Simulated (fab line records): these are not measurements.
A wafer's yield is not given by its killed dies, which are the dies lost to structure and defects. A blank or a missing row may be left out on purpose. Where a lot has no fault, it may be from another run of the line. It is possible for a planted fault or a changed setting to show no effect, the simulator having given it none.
2 desks, one fault    flow n5-finfet    every desk sees just its own numbers, and what lay behind them comes last

THE TOOL OWNER'S DESK: rie-diel-06
The tool's own readings at N5_MOL_CONTACT_COAG_ETCH_66 (etches SiARC in CF4, target depth 13 nm, time 21.7 s): means of the sampled wafers that have a number, for each lot that ran on this tool. Any lot whose mean is over 4 standard deviations away from the usual mean is out of limits and marked OUT; that distance is given in the brackets.
Columns: A = bias-w at N5_MOL_CONTACT_COAG_ETCH_66, usual 36.01 W; B = drypump-motor-current-A at N5_MOL_CONTACT_COAG_ETCH_66, usual 5.6 A; C = etch-rf-on-time-s at N5_MOL_CONTACT_COAG_ETCH_66, usual 21.7 s; D = oes-product-au at N5_MOL_CONTACT_COAG_ETCH_66, usual 0.65 a.u.; E = rf-vpp-V at N5_MOL_CONTACT_COAG_ETCH_66, usual 183.7 V; F = showerhead-plenum-p-Torr at N5_MOL_CONTACT_COAG_ETCH_66, usual 2.11 Torr; G = throttle-valve-pct at N5_MOL_CONTACT_COAG_ETCH_66, usual 15.65 %
lot   first seen here  A      B    C     D     E      F     G
L366  day 5 17:37      35.98  5.6  21.7  0.62  183.0  2.05  15.78
L368  day 6 00:29      36.05  5.7  21.3  0.65  183.4  2.09  15.74
L370  day 6 13:13      35.97  5.9  21.6  0.62  182.9  2.08  15.71
L373  day 7 03:37      36.01  5.9  21.7  0.61  182.7  2.08  15.72
L374  day 7 11:54      36.05  5.3  21.7  0.63  183.1  2.09  15.82
This desk found nothing out of limits on any of the 5 lots.

AT THE METROLOGY DESK
What the gauges read, lot by lot, whatever tool the lot ran on: means of the sampled wafers that have a number. Any lot whose mean is over 4 standard deviations away from the usual mean is out of limits and marked OUT; that distance is given in the brackets.
Columns: A = cd-nm at N5_PASSIVATION_CD_MEAS_10, usual 3000.6 nm
lot   first seen here  A
L366  day 12 21:47     3002.0
L368  day 13 08:17     3001.5
L369  day 13 11:44     2999.7
L370  day 14 06:44     3000.1
L373  day 14 11:24     2999.1
L374  day 15 04:28     3000.9
L375  day 15 07:48     3000.5
L384  day 17 04:42     3002.1
L385  day 17 05:53     2999.7
L386  day 18 10:40     3000.0
L388  day 18 22:27     2999.0
This desk found nothing out of limits on any of the 11 lots.

TAKEN TOGETHER
The tool owner's desk saw nothing out of limits.
From the metrology desk's view, nothing was out of limits.

WHAT THE SIMULATOR PUT IN
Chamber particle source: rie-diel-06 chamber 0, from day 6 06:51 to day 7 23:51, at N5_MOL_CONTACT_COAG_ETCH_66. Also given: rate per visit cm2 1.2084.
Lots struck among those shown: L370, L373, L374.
